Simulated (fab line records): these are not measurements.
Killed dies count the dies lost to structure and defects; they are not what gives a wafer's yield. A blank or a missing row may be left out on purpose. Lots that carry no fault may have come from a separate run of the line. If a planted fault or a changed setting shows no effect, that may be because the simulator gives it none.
Matching of chambers | flow nand_harc | 3 sister chambers for NHARC_A_M1_PRE_CLEAN_32 on pecvd-04
The step time 12 s. 3 wafers are shown with their chamber, then 10 later ones without.

== WAFERS, EACH WITH ITS CHAMBER ==
wafer  | chamber | heater_power_w (W)
L089.4 | 0       | 679
L090.2 | 1       | 682
L091.4 | 2       | 725

== WAFERS MISSING THEIR CHAMBER ==
wafer  | heater_power_w (W)
L091.5 | 652
L092.1 | 581
L092.2 | 829
L092.4 | 577
L094.1 | 694
L094.2 | 615
L094.3 | 760
L094.4 | 633
L094.5 | 753
L094.6 | 705

== EACH ONE'S CHAMBER ==
wafer  | from the rows above          | in truth
L091.5 | can't be placed: 0 or 1 or 2 | 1
L092.1 | can't be placed: 0 or 1 or 2 | 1
L092.2 | can't be placed: 2 or 1 or 0 | 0
L092.4 | can't be placed: 0 or 1 or 2 | 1
L094.1 | can't be placed: 1 or 0 or 2 | 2
L094.2 | can't be placed: 0 or 1 or 2 | 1
L094.3 | can't be placed: 2 or 1 or 0 | 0
L094.4 | can't be placed: 0 or 1 or 2 | 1
L094.5 | can't be placed: 2 or 1 or 0 | 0
L094.6 | can't be placed: 2 or 1 or 0 | 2
Correctly placed: 0 of 10. From these rows, 10 cannot be placed; in 10 the true chamber is one of the candidates. 0 placed wrongly.
How it was worked out, from the rows above alone: a wafer's distance from a chamber is the root of the sum, over the readings, of the square of ((its reading less the chamber's mean) divided by the reading's scatter). If the next closest chamber is less than 2 further off than the closest, the wafer can't be placed; otherwise it belongs to the closest. Each chamber's mean is taken over the wafers shown for it. The scatter (one wafer shown for each chamber): square how far every hidden wafer sits from the nearest shown wafer, average those squares and take the square root.
